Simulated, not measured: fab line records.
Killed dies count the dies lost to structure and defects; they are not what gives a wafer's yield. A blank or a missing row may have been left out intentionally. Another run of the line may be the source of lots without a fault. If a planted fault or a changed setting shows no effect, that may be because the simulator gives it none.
Chamber matching | flow n5Finfet | N5_BEOL_M1_ALD_84 on aldMetal-03: 4 sister chambers
The step deposits TaN, pulse time 2 s, purge time 3 s, co reactant purge time 2 s. 22 wafers are shown with their chamber, then 11 later ones without.

## WAFERS PAIRED WITH THEIR CHAMBERS
wafer  | chamber | heaterPowerW (W) | heaterPowerOuterW (W)
L074.2 | 3       | 446              | 235
L074.4 | 0       | 431              | 274
L074.6 | 1       | 466              | 264
L075.1 | 3       | 456              | 248
L075.4 | 0       | 427              | 265
L075.6 | 3       | 449              | 246
L077.2 | 3       | 446              | 247
L077.4 | 0       | 427              | 267
L077.5 | 2       | 359              | 205
L080.2 | 0       | 429              | 271
L080.3 | 3       | 461              | 240
L080.6 | 2       | 365              | 205
L081.3 | 3       | 468              | 246
L081.5 | 0       | 421              | 267
L081.6 | 3       | 463              | 241
L083.4 | 1       | 465              | 265
L083.5 | 3       | 455              | 239
L083.6 | 2       | 362              | 204
L088.2 | 1       | 469              | 261
L088.4 | 3       | 454              | 243
L088.5 | 1       | 466              | 256
L089.4 | 3       | 449              | 237

SIGNATURES (averages over the wafers above)
reading           | chamber 0 | chamber 1 | chamber 2 | chamber 3 | scatter within a chamber
heaterPowerW      | 427.00    | 466.50    | 362.00    | 454.70    | 5.71
heaterPowerOuterW | 268.80    | 261.50    | 204.67    | 242.20    | 3.97
Rule: for a wafer and a chamber, the distance is found by dividing, reading by reading, the gap between the wafer's reading and the chamber's mean by the reading's scatter, squaring, summing and taking the root. The wafer belongs to the nearest chamber; if the next one is less than 2 further off, it can't be placed. How the scatter is found: for the shown wafers, subtract from each reading the mean of its chamber, square and add these, divide the total by (wafers less chambers), then take the root.

## WAFERS WHOSE CHAMBER IS MISSING
wafer  | heaterPowerW (W) | heaterPowerOuterW (W)
L089.5 | 365              | 209
L089.6 | 475              | 261
L091.3 | 445              | 249
L091.5 | 468              | 262
L091.6 | 363              | 210
L093.2 | 422              | 268
L093.3 | 453              | 236
L093.5 | 423              | 271
L096.1 | 427              | 271
L096.2 | 476              | 258
L096.5 | 428              | 266

## EACH ONE'S CHAMBER
wafer  | from the rows above | in truth
L089.5 | 2                   | 2
L089.6 | 1                   | 1
L091.3 | 3                   | 3
L091.5 | 1                   | 1
L091.6 | 2                   | 2
L093.2 | 0                   | 0
L093.3 | 3                   | 3
L093.5 | 0                   | 0
L096.1 | 0                   | 0
L096.2 | 1                   | 1
L096.5 | 0                   | 0
Placed correctly: 11 of 11. Number that these rows cannot place: 0. Wrongly placed: 0.
